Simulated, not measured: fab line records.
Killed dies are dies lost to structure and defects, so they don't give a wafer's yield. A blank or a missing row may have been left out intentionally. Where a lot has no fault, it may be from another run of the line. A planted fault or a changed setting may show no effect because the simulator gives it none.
Lot-split experiment / flow n5 finfet / 39 wafers read across 7 lots, on a route 1938 steps long

THE SPLIT
At N5_BEOL_M8_ILD_DEP_00 (deposits SiCOH lowk from DEMS/porogen, target thk 179.75 nm, time 33.4 s), the setting time s was moved away from the recipe's 33.4 s on 15 of the 39 wafers read, by -43.9% to +53.2%. For the rest of the wafers, this setting stayed at what the recipe calls for.

FROM SPLIT TO READING: 1 step shown by the file between the two
- N5_BEOL_M8_CURE_74: cures SiCOH lowk, time 240 s

THE READING
M8_ILD_THK (nm), taken at N5_BEOL_M8_THK_MEAS_01. A value of 154.8 nm with a standard deviation of 1.9 nm is what fault-free wafers of this fab line usually give.

wafer=L076.1; tool, chamber at the split=pecvd-02, 0; time s as run, s=33.4; against the recipe=recipe; M8_ILD_THK, nm=154.3; against lot-mates on the recipe=-
wafer=L076.2; tool, chamber at the split=pecvd-02, 1; time s as run, s=33.4; against the recipe=recipe; M8_ILD_THK, nm=151.3; against lot-mates on the recipe=-
wafer=L076.3; tool, chamber at the split=pecvd-02, 2; time s as run, s=22.99; against the recipe=-31.2%; M8_ILD_THK, nm=106.2; against lot-mates on the recipe=-47.2
wafer=L076.4; tool, chamber at the split=pecvd-02, 1; time s as run, s=22.99; against the recipe=-31.2%; M8_ILD_THK, nm=107.2; against lot-mates on the recipe=-46.2
wafer=L076.5; tool, chamber at the split=pecvd-02, 2; time s as run, s=22.99; against the recipe=-31.2%; M8_ILD_THK, nm=107.5; against lot-mates on the recipe=-45.9
wafer=L076.6; tool, chamber at the split=pecvd-02, 0; time s as run, s=33.4; against the recipe=recipe; M8_ILD_THK, nm=154.6; against lot-mates on the recipe=-
wafer=L079.1; tool, chamber at the split=pecvd-02, 1; time s as run, s=33.4; against the recipe=recipe; M8_ILD_THK, nm=154.1; against lot-mates on the recipe=-
wafer=L079.2; tool, chamber at the split=pecvd-02, 2; time s as run, s=28.11; against the recipe=-15.8%; M8_ILD_THK, nm=131.8; against lot-mates on the recipe=-24.0
wafer=L079.3; tool, chamber at the split=pecvd-02, 0; time s as run, s=33.4; against the recipe=recipe; M8_ILD_THK, nm=157.9; against lot-mates on the recipe=-
wafer=L079.4; tool, chamber at the split=pecvd-02, 2; time s as run, s=28.11; against the recipe=-15.8%; M8_ILD_THK, nm=133.4; against lot-mates on the recipe=-22.4
wafer=L079.5; tool, chamber at the split=pecvd-02, 1; time s as run, s=33.4; against the recipe=recipe; M8_ILD_THK, nm=155.5; against lot-mates on the recipe=-
wafer=L079.6; tool, chamber at the split=pecvd-02, 0; time s as run, s=28.11; against the recipe=-15.8%; M8_ILD_THK, nm=132.2; against lot-mates on the recipe=-23.6
wafer=L091.2; tool, chamber at the split=pecvd-04, 1; time s as run, s=33.4; against the recipe=recipe; M8_ILD_THK, nm=153.1; against lot-mates on the recipe=-
wafer=L091.4; tool, chamber at the split=pecvd-04, 1; time s as run, s=33.4; against the recipe=recipe; M8_ILD_THK, nm=156.4; against lot-mates on the recipe=-
wafer=L091.5; tool, chamber at the split=pecvd-04, 0; time s as run, s=33.4; against the recipe=recipe; M8_ILD_THK, nm=159.1; against lot-mates on the recipe=-
wafer=L092.1; tool, chamber at the split=pecvd-04, 0; time s as run, s=33.4; against the recipe=recipe; M8_ILD_THK, nm=154.0; against lot-mates on the recipe=-
wafer=L092.2; tool, chamber at the split=pecvd-04, 2; time s as run, s=33.4; against the recipe=recipe; M8_ILD_THK, nm=151.4; against lot-mates on the recipe=-
wafer=L092.3; tool, chamber at the split=pecvd-04, 1; time s as run, s=33.4; against the recipe=recipe; M8_ILD_THK, nm=152.9; against lot-mates on the recipe=-
wafer=L092.4; tool, chamber at the split=pecvd-04, 2; time s as run, s=33.4; against the recipe=recipe; M8_ILD_THK, nm=155.3; against lot-mates on the recipe=-
wafer=L092.5; tool, chamber at the split=pecvd-04, 1; time s as run, s=33.4; against the recipe=recipe; M8_ILD_THK, nm=156.3; against lot-mates on the recipe=-
wafer=L092.6; tool, chamber at the split=pecvd-04, 0; time s as run, s=33.4; against the recipe=recipe; M8_ILD_THK, nm=157.1; against lot-mates on the recipe=-
wafer=L094.1; tool, chamber at the split=pecvd-04, 1; time s as run, s=33.4; against the recipe=recipe; M8_ILD_THK, nm=153.1; against lot-mates on the recipe=-
wafer=L094.2; tool, chamber at the split=pecvd-04, 2; time s as run, s=51.18; against the recipe=+53.2%; M8_ILD_THK, nm=232.8; against lot-mates on the recipe=+77.8
wafer=L094.3; tool, chamber at the split=pecvd-04, 0; time s as run, s=51.18; against the recipe=+53.2%; M8_ILD_THK, nm=234.5; against lot-mates on the recipe=+79.5
wafer=L094.4; tool, chamber at the split=pecvd-04, 2; time s as run, s=33.4; against the recipe=recipe; M8_ILD_THK, nm=154.4; against lot-mates on the recipe=-
wafer=L094.5; tool, chamber at the split=pecvd-04, 0; time s as run, s=33.4; against the recipe=recipe; M8_ILD_THK, nm=157.5; against lot-mates on the recipe=-
wafer=L094.6; tool, chamber at the split=pecvd-04, 1; time s as run, s=51.18; against the recipe=+53.2%; M8_ILD_THK, nm=237.5; against lot-mates on the recipe=+82.5
wafer=L097.1; tool, chamber at the split=pecvd-04, 1; time s as run, s=23.59; against the recipe=-29.4%; M8_ILD_THK, nm=108.2; against lot-mates on the recipe=-46.7
wafer=L097.2; tool, chamber at the split=pecvd-04, 0,2; time s as run, s=33.4; against the recipe=recipe; M8_ILD_THK, nm=154.9; against lot-mates on the recipe=-
wafer=L097.3; tool, chamber at the split=pecvd-04, 2; time s as run, s=23.59; against the recipe=-29.4%; M8_ILD_THK, nm=109.1; against lot-mates on the recipe=-45.8
wafer=L097.4; tool, chamber at the split=pecvd-04, 0; time s as run, s=23.59; against the recipe=-29.4%; M8_ILD_THK, nm=112.3; against lot-mates on the recipe=-42.6
wafer=L097.5; tool, chamber at the split=pecvd-04, 1; time s as run, s=33.4; against the recipe=recipe; M8_ILD_THK, nm=154.6; against lot-mates on the recipe=-
wafer=L097.6; tool, chamber at the split=pecvd-04, 0,2; time s as run, s=33.4; against the recipe=recipe; M8_ILD_THK, nm=155.2; against lot-mates on the recipe=-
wafer=L096.1; tool, chamber at the split=pecvd-02, 0; time s as run, s=33.4; against the recipe=recipe; M8_ILD_THK, nm=155.4; against lot-mates on the recipe=-
wafer=L096.2; tool, chamber at the split=pecvd-02, 1; time s as run, s=33.4; against the recipe=recipe; M8_ILD_THK, nm=152.2; against lot-mates on the recipe=-
wafer=L096.3; tool, chamber at the split=pecvd-02, 2,0; time s as run, s=18.75; against the recipe=-43.9%; M8_ILD_THK, nm=89.2; against lot-mates on the recipe=-65.6
wafer=L096.4; tool, chamber at the split=pecvd-02, 2,0; time s as run, s=18.75; against the recipe=-43.9%; M8_ILD_THK, nm=89.4; against lot-mates on the recipe=-65.4
wafer=L096.5; tool, chamber at the split=pecvd-02, 1; time s as run, s=18.75; against the recipe=-43.9%; M8_ILD_THK, nm=87.3; against lot-mates on the recipe=-67.5
wafer=L096.6; tool, chamber at the split=pecvd-02, 2; time s as run, s=33.4; against the recipe=recipe; M8_ILD_THK, nm=156.9; against lot-mates on the recipe=-
If several chambers appear in one row, that row covers several wafers at once and the file leaves open which wafer was in which chamber.

THE FIT
A straight line over all 39 wafers: M8_ILD_THK changes by +1.51 nm for each +1% of time s; r = +1.00; the points scatter about the line by 1.9 nm.
The same after taking each lot's own level away (the mean of its wafers on the recipe; 39 wafers): +1.5 nm for each +1%; r = +1.00; scatter 1.7 nm.
The reading moves by 80 nm for the largest change in time s, on that fit.
The lots' own levels span 153.40 to 156.20 nm, that is 1.5 times the standard deviation above.
The two slopes are in agreement: the lot-to-lot level therefore moves the slope only a little.
Check: for one of the wafers moved furthest among these (+53.2%), held out of the fit, the line's prediction against its lot-mates is +80.7 nm. It came out at +77.8 nm against them.

THE WHOLE CHAIN: every reading that the file lists as answering this split, in the file's order
step=N5_BEOL_M8_ILD_DEP_00; what it does=deposits SiCOH lowk from DEMS/porogen, target thk 179.75 nm, time 33.4 s; reading=SiCOH_lowk_of_BEOL_M8_ILD_DEP_00.thk nm (the simulator's own value, which no gauge read); change (the file's fit)=+1.73 nm for each +1% of the setting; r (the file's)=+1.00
step=N5_BEOL_M8_CURE_74; what it does=cures SiCOH lowk, time 240 s; reading=SiCOH_lowk_of_BEOL_M8_ILD_DEP_00.thk nm (the simulator's own value, which no gauge read); change (the file's fit)=+1.5 nm for each +1% of the setting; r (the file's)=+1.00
step=N5_BEOL_M8_THK_MEAS_01; what it does=; reading=M8_ILD_THK; change (the file's fit)=+1.51 for each +1% of the setting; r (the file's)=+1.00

FILE'S OWN FIT
M8_ILD_THK changes by +1.51 nm for each +1% of time s, r = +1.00.
